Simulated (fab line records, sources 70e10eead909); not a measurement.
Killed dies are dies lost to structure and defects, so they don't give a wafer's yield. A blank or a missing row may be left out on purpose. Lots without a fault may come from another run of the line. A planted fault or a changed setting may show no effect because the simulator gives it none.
Chamber matching | flow nand_harc | NHARC_HYBRID_BOND_ACTIVATE_00 on rie_diel-05: 4 sister chambers
The step chemistry N2, time 60 s. 27 wafers are shown with their chamber, then 12 later ones without.

WAFERS WITH THEIR CHAMBER
wafer  | chamber | showerhead_plenum_p_Torr (Torr) | drypump_motor_current_A (A) | oes_product_au (a.u.)
L593.1 | 1       | 1.68                            | 5.54                        | 1.027
L593.5 | 0       | 1.83                            | 5.50                        | 0.988
L593.6 | 1       | 1.68                            | 5.54                        | 1.021
L594.1 | 3       | 1.80                            | 5.57                        | 1.004
L594.2 | 0       | 1.83                            | 5.49                        | 0.988
L594.6 | 3       | 1.80                            | 5.59                        | 1.009
L596.1 | 3       | 1.80                            | 5.54                        | 1.014
L596.3 | 0       | 1.83                            | 5.48                        | 0.982
L596.6 | 1       | 1.68                            | 5.55                        | 1.024
L597.3 | 3       | 1.80                            | 5.61                        | 1.003
L597.4 | 2       | 1.68                            | 6.16                        | 1.014
L597.6 | 3       | 1.80                            | 5.56                        | 0.999
L599.3 | 2       | 1.68                            | 6.16                        | 0.999
L599.4 | 3       | 1.80                            | 5.58                        | 1.006
L599.5 | 2       | 1.68                            | 6.15                        | 0.998
L598.2 | 3       | 1.80                            | 5.57                        | 0.998
L598.4 | 1       | 1.68                            | 5.55                        | 1.029
L598.6 | 3       | 1.80                            | 5.56                        | 1.003
L600.1 | 1       | 1.68                            | 5.54                        | 1.010
L600.2 | 0       | 1.83                            | 5.50                        | 0.986
L600.6 | 3       | 1.79                            | 5.53                        | 0.983
L608.2 | 0       | 1.83                            | 5.51                        | 0.984
L608.4 | 1       | 1.67                            | 5.56                        | 1.021
L608.6 | 1       | 1.67                            | 5.54                        | 1.013
L609.1 | 2       | 1.68                            | 6.15                        | 0.995
L609.3 | 3       | 1.79                            | 5.55                        | 0.995
L609.6 | 0       | 1.83                            | 5.50                        | 0.987

SIGNATURES (means of the wafers above)
reading                  | chamber 0 | chamber 1 | chamber 2 | chamber 3 | scatter within a chamber
showerhead_plenum_p_Torr | 1.8300    | 1.6771    | 1.6800    | 1.7980    | 0.00363
drypump_motor_current_A  | 5.4967    | 5.5457    | 6.1550    | 5.5660    | 0.0162
oes_product_au           | 0.98583   | 1.02071   | 1.00150   | 1.00140   | 0.00718
Rule: a wafer's distance from a chamber is the root of the sum, over the readings, of the square of ((its reading less the chamber's mean) divided by the reading's scatter). The wafer belongs to the nearest chamber; if the next one is less than 2 further off, it can't be placed. The scatter: the root of (the sum of the squares of (reading less its chamber's mean) over the shown wafers, divided by (wafers less chambers)).

WAFERS WITHOUT THEIR CHAMBER
wafer  | showerhead_plenum_p_Torr (Torr) | drypump_motor_current_A (A) | oes_product_au (a.u.)
L612.1 | 1.79                            | 5.60                        | 0.990
L612.3 | 1.83                            | 5.52                        | 0.966
L612.6 | 1.67                            | 5.55                        | 1.001
L613.1 | 1.83                            | 5.48                        | 0.982
L613.4 | 1.67                            | 5.55                        | 1.003
L613.5 | 1.67                            | 5.53                        | 1.008
L615.2 | 1.83                            | 5.50                        | 0.981
L615.4 | 1.83                            | 5.53                        | 0.986
L615.6 | 1.68                            | 6.15                        | 1.015
L616.1 | 1.67                            | 5.55                        | 0.996
L616.3 | 1.83                            | 5.52                        | 0.988
L616.5 | 1.79                            | 5.61                        | 0.986

WHICH CHAMBER EACH WENT THROUGH
wafer  | from the rows above | in truth
L612.1 | 3                   | 3
L612.3 | 0                   | 0
L612.6 | 1                   | 1
L613.1 | 0                   | 0
L613.4 | 1                   | 1
L613.5 | 1                   | 1
L615.2 | 0                   | 0
L615.4 | 0                   | 0
L615.6 | 2                   | 2
L616.1 | 1                   | 1
L616.3 | 0                   | 0
L616.5 | 3                   | 3
Placed correctly: 12 of 12. Can't be placed from these rows: 0. Placed wrongly: 0.
